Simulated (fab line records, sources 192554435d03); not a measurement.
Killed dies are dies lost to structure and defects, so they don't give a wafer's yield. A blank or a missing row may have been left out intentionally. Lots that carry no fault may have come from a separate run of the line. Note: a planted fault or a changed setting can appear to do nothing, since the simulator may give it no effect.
fab line records | flow n5-finfet
[record] lots = 9 wafers = 27 last-day = 17
route steps=1938 shown BEOL_M2@856 BEOL_M4@1111
lots that met no fault: taken from a fault-free run of the same line
start-h: hours from the record's first day to the start of the lot's first wafer shown | wait-h: how many hours have passed since the lot's step before this one | " the same as in the row above | L1.1+2: a row that stands for several wafers | - either no value or no given start | * or withheld: withheld | < > ~ a bound
route shown NAME@n: a module of which the file shows steps, and the number in the route of the first | usual: mean and standard deviation over wafers with no fault | same: alike in all rows | chamber/n: place in a boat | sites: per-site readings | _std_site: standard deviation across them | _edge_site: the outer-site mean with the inner-site mean subtracted | radius-mm: how far each site lies from the wafer's centre | mask NAME#n: copy n | behind: the last tool/chamber to shape the wafer | hold: reason for holding the lot/hours on hold/outcome of the hold | device: which transistor (n, p or np) failed to switch | end of line: the route-end tests of the same wafers | where a step has no rows: the recipe by itself | killed: the dies lost at the first sort to structure and to defects; this is not the yield of the wafer | map: shows each die of a wafer: x if killed, . if not, _ if none is there
set.NAME: setting as actually run; set.NAME@STEP: the setting as run at that earlier step | model.NAME: the simulator's own value behind a step, which no gauge read
the route's steps for a sample of lots (tables are steps, rows are wafers)
services: from which hour (start-h, from the record's first day; less than 0 if before it) a tool's chamber was out of use, for how many hours, and why
[[steps]]
[step N5_BEOL_M2_INSPECT_13]
[recipe] mode = adi inspect-instrument = brightfield
[usual] raw-defect-count = 447/89
// columns lot.wafer tool chamber start-h wait-h raw-defect-count
L191.1 defect-inspect-02 - 161.19 0.1 450
L191.4 " - " " 471
L191.5 " - " " 460
L194.3 defect-inspect-01 - 185.88 0.0 298
L194.5 " - " " 290
L194.6 " - " " 377
L198.2 defect-inspect-01 - 210.06 0.0 570
L198.3 " - " " 475
L198.6 " - " " 484
L201.1 defect-inspect-01 - 225.77 0.1 532
L201.3 " - " " 408
L201.5 " - " " 319
L203.2 defect-inspect-01 - 238.64 0.0 470
L203.4 " - " " 389
L203.6 " - " " 572
L204.1 defect-inspect-02 - 241.56 0.1 432
L204.2 " - " " 427
L204.3 " - " " 434
L206.1 defect-inspect-02 - 247.75 0.1 509
L206.4 " - " " 418
L206.5 " - " " 608
L207.2 defect-inspect-01 - 257.38 0.0 421
L207.5 " - " " 376
L207.6 " - " " 443
L208.2 defect-inspect-02 - 268.19 0.0 449
L208.4 " - " " 528
L208.5 " - " " 461
[step N5_BEOL_M2_ETCH_69]
[recipe] chemistry = CF4 target = SiARC target-depth-a = 156 mask-material = CAR-EUV time-s = 26 ion-energy-ev = 80 pressure-mtorr = 40 source-w = 545 bias-w = 36 Ar_flow_sccm = 100 cf4-flow-sccm = 100 ends = cleared
[usual] drypump-motor-current-A = 5.6/0.42 etch-rf-on-time-s = 25.9/0.83 oes-product-au = 0.65/0.062 rf-vpp-V = 183.8/1.2 showerhead-plenum-p-Torr = 2.11/0.054 throttle-valve-pct = 15.67/0.15
// columns lot.wafer tool chamber start-h wait-h drypump-motor-current-A etch-rf-on-time-s oes-product-au rf-hours-counter-h rf-vpp-V showerhead-plenum-p-Torr throttle-valve-pct
L191.1 rie-diel-02 2 162.28 0.0 4.8 26.2 0.65 172 184.9 2.19 15.44
L191.4 " 3 " " 5.2 24.0 0.77 43 182.8 2.10 15.69
L191.5 " 3 " " 5.2 24.2 0.77 - 183.8 2.10 15.69
L194.3 rie-diel-06 2 186.96 0.0 5.5 27.1 0.62 179 184.7 2.12 15.84
L194.5 " 1 " " 6.2 26.2 0.76 - 183.7 2.09 15.73
L194.6 " 2 " " 5.5 26.9 0.63 - 184.2 2.12 15.84
L198.2 rie-diel-06 1 211.14 0.0 6.2 19.5 0.89 52 182.5 2.09 15.75
L198.3 " 3 " " 5.5 25.8 0.72 75 182.0 2.10 15.57
L198.6 " 1 " " 6.2 26.0 0.76 - 182.6 2.09 15.76
L201.1 rie-diel-06 3 226.77 0.0 5.5 19.4 0.85 81 182.7 2.10 15.59
L201.3 " 1 " " 6.2 26.4 0.74 58 184.3 2.08 15.76
L201.5 " 1 " " 6.2 26.4 0.74 - 183.6 2.08 15.76
L203.2 rie-diel-04 2 239.73 0.0 6.0 26.8 0.58 229 184.7 2.10 15.68
L203.4 " 3 " " 5.5 24.4 0.67 144 183.1 2.08 15.74
L203.6 " 1 " " 5.1 25.6 0.63 - 182.0 2.06 15.97
L204.1 rie-diel-02 3 242.88 0.0 5.2 24.8 0.72 71 185.3 2.09 15.74
L204.2 " 1 " " 5.7 26.2 0.59 222 183.0 2.03 15.55
L204.3 " 2 " " 4.9 26.6 0.61 203 184.6 2.18 15.51
L206.1 rie-diel-04 2 249.15 0.0 6.0 26.7 0.58 233 185.2 2.10 15.70
L206.4 " 1 " " 5.1 25.4 0.64 177 183.6 2.05 15.97
L206.5 " 3 " " 5.5 24.6 0.66 - 181.4 2.08 15.75
L207.2 rie-diel-02 2 258.77 0.0 4.8 26.5 0.62 210 183.1 2.17 15.53
L207.5 " 1 " " 5.7 26.6 0.59 - 183.7 2.03 15.55
L207.6 " 3 " " 5.2 25.2 0.71 - 183.7 2.09 15.76
L208.2 rie-diel-04 3 269.28 0.0 5.5 25.1 0.65 154 183.4 2.07 15.77
L208.4 " 2 " " 6.0 26.2 0.58 239 183.9 2.10 15.70
L208.5 " 1 " " 5.1 26.0 0.62 - 181.9 2.05 16.00
[step N5_BEOL_M2_ETCHBACK_99]
[recipe] chemistry = CHF3 target = SiO2 target-depth-a = 50 time-s = 10.4 source-w = 215 bias-w = 47 Ar_flow_sccm = 200 CHF3_flow_sccm = 12 ion-energy-ev = 100 pressure-mtorr = 30
[usual] drypump-motor-current-A = 5.6/0.39 oes-product-au = 0.77/0.08 rf-vpp-V = 240/8.4 showerhead-plenum-p-Torr = 2.12/0.058 throttle-valve-pct = 17.11/0.17
// columns lot.wafer tool chamber start-h wait-h drypump-motor-current-A oes-product-au rf-hours-counter-h rf-vpp-V showerhead-plenum-p-Torr throttle-valve-pct
L191.1 rie-diel-02 0 169.43 6.9 5.9 0.71 228 247 2.22 17.05
L191.4 " 1 " " 5.6 0.71 - 235 2.03 16.85
L191.5 " 0 " " 5.9 0.71 - 248 2.22 17.06
L194.3 rie-diel-06 3 188.39 1.1 5.5 0.87 67 241 2.12 17.08
L194.5 " 1 " " 6.1 0.89 - 256 2.09 17.15
L194.6 " 3 " " 5.5 0.86 - 241 2.12 17.09
L198.2 rie-diel-04 0 212.68 1.4 6.1 0.70 226 235 2.21 17.14
L198.3 " 3 " " 5.5 0.77 134 236 2.10 17.25
L198.6 " 2 " " 6.0 0.69 - 232 2.12 17.13
L201.1 rie-diel-02 0 228.54 1.6 5.9 0.69 245 248 2.21 17.07
L201.3 " 2 " " 4.8 0.73 197 237 2.19 16.90
L201.5 " 0 " " 5.9 0.70 - 248 2.21 17.07
L203.2 rie-diel-06 3 240.71 0.9 5.5 0.84 86 241 2.11 17.10
L203.4 " 0 " " 5.7 0.93 18 223 2.12 16.89
L203.6 " 1 " " 6.2 0.86 - 255 2.08 17.19
L204.1 rie-diel-02 1 252.79 9.8 5.7 0.70 226 233 2.02 16.89
L204.2 " 3 " " 5.2 0.83 74 240 2.09 17.21
L204.3 " 2 " " 4.8 0.72 207 237 2.18 16.88
L206.1 rie-diel-06 1 256.89 7.6 6.2 0.85 70 253 2.08 17.19
L206.4 " 3 " " 5.5 0.82 - 241 2.11 17.11
L206.5 " 1 " " 6.2 0.86 - 254 2.08 17.19
L207.2 rie-diel-06 1 259.34 0.3 6.2 0.85 71 254 2.08 17.19
L207.5 " 1 " " 6.2 0.85 - 256 2.08 17.20
L207.6 " 2 " " 5.5 0.71 - 247 2.12 17.32
L208.2 rie-diel-04 3 269.74 0.1 5.5 0.75 154 236 2.09 17.28
L208.4 " 1 " " 5.1 0.73 184 235 2.07 17.53
L208.5 " 3 " " 5.5 0.76 - 237 2.09 17.30
[step N5_BEOL_M2_VIA_ETCH_34]
[recipe] chemistry = C4F6/O2 target-depth-a = 694 mask-material = SOC pressure-mtorr = 15 ion-energy-ev = 250 taper-deg = 4 time-s = 65.9 source-w = 350 bias-w = 170 Ar_flow_sccm = 300 C4F6_flow_sccm = 10 O2_flow_sccm = 10
[usual] drypump-motor-current-A = 5.6/0.39 oes_o_777_au = 0.77/0.077 oes-product-au = 0.77/0.079 rf-vpp-V = 664/22 showerhead-plenum-p-Torr = 2.80/0.073 throttle-valve-pct = 30.7/0.35
// columns lot.wafer tool chamber start-h wait-h drypump-motor-current-A oes_o_777_au oes-product-au rf-hours-counter-h rf-vpp-V showerhead-plenum-p-Torr throttle-valve-pct
L191.1 rie-diel-02 0 169.57 0.0 5.9 0.69 0.71 228 686 2.93 30.4
L191.4 " 1 " " 5.7 0.72 0.72 - 645 2.69 30.2
L191.5 " 0 " " 5.9 0.70 0.72 - 685 2.93 30.4
L194.3 rie-diel-06 3 188.53 0.0 5.5 0.83 0.85 67 667 2.80 30.9
L194.5 " 1 " " 6.2 0.84 0.89 - 704 2.76 30.8
L194.6 " 3 " " 5.5 0.83 0.86 - 667 2.80 30.9
L198.2 rie-diel-04 0 212.83 0.0 6.1 0.73 0.70 226 646 2.92 30.6
L198.3 " 3 " " 5.5 0.80 0.78 135 658 2.78 31.1
L198.6 " 2 " " 6.0 0.69 0.70 - 636 2.80 30.6
L201.1 rie-diel-02 0 228.68 0.0 5.9 0.68 0.69 245 684 2.92 30.5
L201.3 " 2 " " 4.8 0.76 0.72 197 654 2.89 30.2
L201.5 " 0 " " 5.9 0.68 0.70 - 685 2.92 30.4
L203.2 rie-diel-06 3 240.86 0.0 5.5 0.81 0.84 86 667 2.79 30.9
L203.4 " 0 " " 5.7 0.92 0.92 18 619 2.80 30.8
L203.6 " 1 " " 6.2 0.82 0.86 - 705 2.75 30.8
L204.1 rie-diel-02 1 252.93 0.0 5.7 0.69 0.69 226 645 2.67 30.2
L204.2 " 3 " " 5.2 0.86 0.83 75 663 2.77 31.0
L204.3 " 2 " " 4.8 0.74 0.72 207 652 2.88 30.2
L206.1 rie-diel-06 1 257.04 0.0 6.2 0.80 0.86 70 704 2.75 30.8
L206.4 " 3 " " 5.5 0.80 0.82 - 666 2.79 31.0
L206.5 " 1 " " 6.2 0.80 0.85 - 702 2.75 30.8
L207.2 rie-diel-06 2 259.50 0.0 5.5 0.70 0.71 207 681 2.80 31.0
L207.5 " 2 " " 5.5 0.71 0.71 - 681 2.80 31.0
L207.6 " 3 " " 5.5 0.80 0.82 - 666 2.79 31.0
L208.2 rie-diel-04 3 269.88 0.0 5.5 0.78 0.76 154 656 2.77 31.1
L208.4 " 1 " " 5.1 0.70 0.73 184 651 2.74 31.5
L208.5 " 3 " " 5.5 0.78 0.76 - 657 2.77 31.1
[step N5_BEOL_M4_RC_MEAS_101]
[usual] DIBL_N = 37.3/2.3 DIBL_P = 37.4/2.9 IOFF_N = 0.18/0.045 IOFF_P = 0.25/0.054 ION_N = 679/15 ION_P = 468/9.7 SS_N = 71.8/0.62 SS_P = 73.6/0.76 VT_N = 248/4.1 VT_P = -248/3.6
// columns lot.wafer tool chamber start-h wait-h DIBL_N[mV/V] DIBL_P[mV/V] IOFF_N[nA/um] IOFF_P[nA/um] ION_N[uA/um] ION_P[uA/um] SS_N[mV/dec] SS_P[mV/dec] VT_N[mV] VT_P[mV]
L191.1 prober-02 0 195.36 0.0 39.0 39.4 0.20 0.25 681 464 71.6 74.0 247 -249
L191.4 " 0 " " 40.6 43.2 0.26 0.31 693 473 72.8 74.9 243 -248
L191.5 " 0 " " 37.3 38.2 0.17 0.22 698 469 72.0 73.0 248 -251
L194.3 prober-02 0 216.15 0.3 40.4 39.5 0.25 0.31 708 483 72.6 74.4 242 -243
L194.5 " 0 " " 38.3 36.6 0.18 0.26 667 464 71.1 73.6 246 -245
L194.6 " 0 " " 38.9 38.0 0.20 0.27 701 481 72.2 73.5 245 -245
L198.2 prober-02 0 242.59 0.2 39.9 41.3 0.23 0.32 704 487 72.3 74.4 243 -244
L198.3 " 0 " " 41.4 42.9 0.26 0.39 688 475 72.9 74.6 241 -241
L198.6 " 0 " " 40.8 42.1 0.24 0.35 692 484 71.7 74.7 241 -241
L201.1 prober-01 0 262.31 0.0 41.3 41.0 0.29 0.34 697 476 71.5 74.8 239 -244
L201.3 " 0 " " 36.2 35.4 0.17 0.23 689 479 71.1 73.6 246 -246
L201.5 " 0 " " 35.9 33.3 0.14 0.19 667 455 71.7 72.6 251 -250
L203.2 prober-01 0 270.82 0.2 38.4 39.6 0.22 0.29 672 459 73.0 74.3 248 -246
L203.4 " 0 " " 36.5 37.6 0.18 0.25 695 473 71.3 74.1 248 -246
L203.6 " 0 " " 37.4 38.9 0.21 0.28 703 474 71.7 74.2 245 -244
L204.1 prober-01 0 274.23 0.0 38.1 38.7 0.18 0.23 679 459 72.0 73.5 246 -250
L204.2 " 0 " " 39.1 39.5 0.20 0.24 674 458 71.9 73.8 246 -250
L204.3 " 0 " " 36.4 35.6 0.16 0.19 685 465 71.9 73.0 249 -252
L206.1 prober-01 0 292.03 0.0 38.4 38.8 0.19 0.27 677 475 71.7 73.7 246 -244
L206.4 " 0 " " 36.2 35.8 0.15 0.22 662 462 71.6 72.5 252 -245
L206.5 " 0 " " 38.8 39.9 0.20 0.29 677 469 72.2 73.6 248 -245
L207.2 prober-02 0 295.89 0.2 40.7 41.8 0.23 0.30 679 467 72.8 73.9 244 -248
L207.5 " 0 " " 35.8 35.6 0.14 0.20 662 462 71.7 73.1 252 -252
L207.6 " 0 " " 39.5 41.2 0.22 0.28 677 464 73.2 74.6 246 -249
L208.2 prober-01 0 300.67 0.2 38.2 37.6 0.17 0.22 663 455 72.4 73.6 254 -252
L208.4 " 0 " " 38.9 41.0 0.22 0.31 688 470 72.6 74.6 244 -246
L208.5 " 0 " " 34.8 34.9 0.12 0.19 654 460 71.5 73.9 257 -251
[[services]]
// columns tool chamber start-h hours kind
rie-diel-06 2 148.52 29.0 repair
rie-diel-02 3 166.84 4.9 repair
rie-diel-02 - 177.25 2.8 pm
rie-diel-06 0 177.60 - clean
rie-diel-06 0 177.60 - consumable-replace:focus-ring
rie-diel-06 0 177.60 13.5 scheduled-down
rie-diel-06 0 177.60 13.5 vent-cycle
rie-diel-04 2 179.58 5.0 repair
rie-diel-02 0 197.42 3.8 repair
rie-diel-02 0 240.73 - clean
rie-diel-02 0 240.73 - consumable-replace:focus-ring
rie-diel-02 0 240.73 20.3 scheduled-down
rie-diel-02 0 240.73 20.3 vent-cycle
rie-diel-06 0 247.66 11.7 repair
[[key]]
[first-sign] step = N5_BEOL_M2_ETCH_69 reading = etch-rf-on-time-s direction = down sigmas = 7.8 usual = * struck = *
[effect] step = N5_BEOL_M2_ETCH_69 reading = oes-product-au direction = up sigmas = 3.4 usual = 0.65 struck = 0.87
met-at N5_BEOL_M2_ETCH_69
struck-lots L198,L201
struck-wafers L198.2,L201.1
not-acting-at N5_BEOL_M2_INSPECT_13,N5_BEOL_M2_ETCHBACK_99,N5_BEOL_M2_VIA_ETCH_34
onset-between 186.96 211.14
[fault] kind = process-parameter-drift tool = rie-diel-06 chamber = - onset-h = 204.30 steps = N5_BEOL_M2_ETCH_69 channel = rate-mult offset = 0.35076 shape = step end-h = 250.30 scope = struck-wafers-only
